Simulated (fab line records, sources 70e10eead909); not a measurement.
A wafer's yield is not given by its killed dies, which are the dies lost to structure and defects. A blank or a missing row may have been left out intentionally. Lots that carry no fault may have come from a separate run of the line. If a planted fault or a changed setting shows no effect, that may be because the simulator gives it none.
Which tool was responsible? ; flow nand_harc ; 42 wafers from 14 lots sampled at 5 of the route's 1159 steps

WHAT EACH GAUGE READ, for each wafer
NHARC_END_SORT_01. Usual: killed_at_array 27, standard deviation 9.3; killed_at_other 0.9, standard deviation 1.3; killed_at_periphery 3.6, standard deviation 2.7; killed_dies 31, standard deviation 9.7; killed_open 3.3, standard deviation 1.8; killed_short 2.0, standard deviation 1.5.
lot;measured;on;killed_at_array;killed_at_other;killed_at_periphery;killed_dies;killed_open;killed_short;flag
L192;day 21 08:33;prober-01;25 24 26;2 4 0;2 7 8;29 35 34;1 3 3;0 0 2;
L201;day 24 06:12;prober-01;78 73 67;0 1 1;6 5 3;84 79 71;2 2 2;2 2 0;OFF
L203;day 24 15:28;prober-01;31 28 30;0 1 1;0 2 8;31 31 39;3 1 5;0 1 4;
L204;day 24 19:13;prober-02;99 106 88;5 1 5;0 1 0;104 108 93;2 1 2;2 1 1;OFF

EACH LOT AND THE TOOL THAT RAN IT (in order: tool; ch and the chambers of the sampled wafers; start)
lot;NHARC_A_ONON_D1_DEP_16;NHARC_THIN_TSV_DEGAS_49;NHARC_THIN_TSV_PRE_CLEAN_50;NHARC_THIN_TSV_PVD_51
L184;pecvd_onon-02 ch 0, day 8 04:51;pvd_sputter-03, day 19 09:53;pvd_sputter-03, no start;pvd_sputter-03, no start
L182;pecvd_onon-01 ch 0, day 8 04:51;pvd_sputter-01, day 19 19:19;pvd_sputter-01, no start;pvd_sputter-01, no start
L183;pecvd_onon-03 ch 0, day 8 12:52;pvd_sputter-01, day 19 11:17;pvd_sputter-01, no start;pvd_sputter-01, no start
L186;pecvd_onon-01 ch 0, day 8 13:11;pvd_sputter-02, day 19 03:36;pvd_sputter-02, no start;pvd_sputter-02, no start
L187;pecvd_onon-02 ch 0, day 8 21:05;pvd_sputter-01, day 19 08:46;pvd_sputter-01, no start;pvd_sputter-01, no start
L185;pecvd_onon-03 ch 0, day 8 21:09;pvd_sputter-01, day 19 20:30;pvd_sputter-01, no start;pvd_sputter-01, no start
L189;pecvd_onon-02 ch 0, day 9 21:30;pvd_sputter-02, day 21 00:36;pvd_sputter-02, no start;pvd_sputter-02, no start
L190;pecvd_onon-03 ch 0, day 10 01:23;pvd_sputter-03, day 20 18:20;pvd_sputter-03, no start;pvd_sputter-03, no start
L191;pecvd_onon-02 ch 0, day 10 01:23;pvd_sputter-02, day 20 12:46;pvd_sputter-02, no start;pvd_sputter-02, no start
L192;pecvd_onon-03 ch 0, day 10 06:24;pvd_sputter-01, day 20 19:37;pvd_sputter-01, day 21 08:33 or earlier;pvd_sputter-01, day 21 08:33 or earlier
L193;pecvd_onon-03 ch 0, day 11 02:33;pvd_sputter-03, day 21 12:49;pvd_sputter-03, no start;pvd_sputter-03, no start
L201;pecvd_onon-01 ch 0, day 12 20:26;pvd_sputter-03, day 23 15:29;pvd_sputter-03, day 24 06:12 or earlier;pvd_sputter-03, day 24 06:12 or earlier
L203;pecvd_onon-03 ch 0, day 13 04:29;pvd_sputter-03, day 24 04:34;pvd_sputter-03, day 24 15:28 or earlier;pvd_sputter-03, day 24 15:28 or earlier
L204;pecvd_onon-01 ch 0, day 13 08:34;pvd_sputter-02, day 24 03:21;pvd_sputter-02, day 24 19:13 or earlier;pvd_sputter-02, day 24 19:13 or earlier
- NHARC_A_ONON_D1_DEP_16: target thk 1000 nm.
- NHARC_THIN_TSV_DEGAS_49: time 120 s.
- NHARC_THIN_TSV_PRE_CLEAN_50: time 30 s.
- NHARC_THIN_TSV_PVD_51: deposits Cu, target thk 100 nm.

AS READ BY THE TOOLS THEMSELVES (means over the sampled wafers that have a number; for cases with no such wafer, the mark the record gives instead)
NHARC_THIN_TSV_DEGAS_49. Usual: heater_power_w 432 W, standard deviation 34.
lot;tool;heater_power_w (W);flag
L184;pvd_sputter-03;404;
L182;pvd_sputter-01;416;
L183;pvd_sputter-01;415;
L186;pvd_sputter-02;437;
L187;pvd_sputter-01;411;
L185;pvd_sputter-01;406;
L189;pvd_sputter-02;437;
L190;pvd_sputter-03;416;
L191;pvd_sputter-02;452;
L192;pvd_sputter-01;416;
L193;pvd_sputter-03;424;
L201;pvd_sputter-03;432;
L203;pvd_sputter-03;414;
L204;pvd_sputter-02;453;

NHARC_THIN_TSV_PRE_CLEAN_50. Usual: heater_power_w 381 W, standard deviation 29.
lot;tool;heater_power_w (W);flag
L184;pvd_sputter-03;378;
L182;pvd_sputter-01;365;
L183;pvd_sputter-01;357;
L186;pvd_sputter-02;422;
L187;pvd_sputter-01;362;
L185;pvd_sputter-01;361;
L189;pvd_sputter-02;391;
L190;pvd_sputter-03;389;
L191;pvd_sputter-02;384;
L192;pvd_sputter-01;367;
L193;pvd_sputter-03;385;
L201;pvd_sputter-03;357;
L203;pvd_sputter-03;384;
L204;pvd_sputter-02;396;

NHARC_THIN_TSV_PVD_51. Usual: throttle_valve_pct 29.9 %, standard deviation 1.1.
lot;tool;throttle_valve_pct (%);flag
L184;pvd_sputter-03;30.6;
L182;pvd_sputter-01;30.0;
L183;pvd_sputter-01;30.3;
L186;pvd_sputter-02;30.1;
L187;pvd_sputter-01;28.8;
L185;pvd_sputter-01;30.5;
L189;pvd_sputter-02;30.2;
L190;pvd_sputter-03;29.9;
L191;pvd_sputter-02;30.3;
L192;pvd_sputter-01;29.3;
L193;pvd_sputter-03;29.8;
L201;pvd_sputter-03;29.8;
L203;pvd_sputter-03;30.4;
L204;pvd_sputter-02;30.0;

THE ANSWER, worked out from the rows above alone
Rule: take the mean of a lot's wafers that have a number; if it is more than 3 standard deviations from the usual mean, the lot is off. Also off: a lot with no number at a reading for which 4 or more lots have one. All remaining lots with rows at the step are treated as sound. Order of review: gauges by route order, followed by the tools' own readings, for which a lot's mean as printed above is used. At the first step where some lot is off, the reading lying furthest off is the one used; lots without a number count as furthest.
Off at NHARC_END_SORT_01 (killed_at_array): L201, L204. Neither off nor sound, because the step has no rows for them: L184, L182, L183, L186, L187, L185, L189, L190, L191, L193.
If a tool, at a process step before that reading, ran all the lots that are off and no sound lot after the first of them, it fits. Those tools and the gauges at NHARC_END_SORT_01 are tried in the same way. Because NHARC_THIN_TSV_PRE_CLEAN_50 lacks a start for some lots, the hours and order of its lots are taken from NHARC_END_SORT_01. Because NHARC_THIN_TSV_PVD_51 lacks a start for some lots, the hours and order of its lots are taken from NHARC_END_SORT_01. One candidate fits, namely pecvd_onon-01 at NHARC_A_ONON_D1_DEP_16. It ran no sound lot before its first lot that is off in this sample, so the start can't be narrowed down.

WHAT HAD BEEN PUT IN BY THE SIMULATOR
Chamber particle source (pecvd_onon-01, NHARC_A_ONON_D1_DEP_16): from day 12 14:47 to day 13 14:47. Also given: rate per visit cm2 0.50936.
Lots struck among those shown: L201, L204. This agrees with what the rule above found.
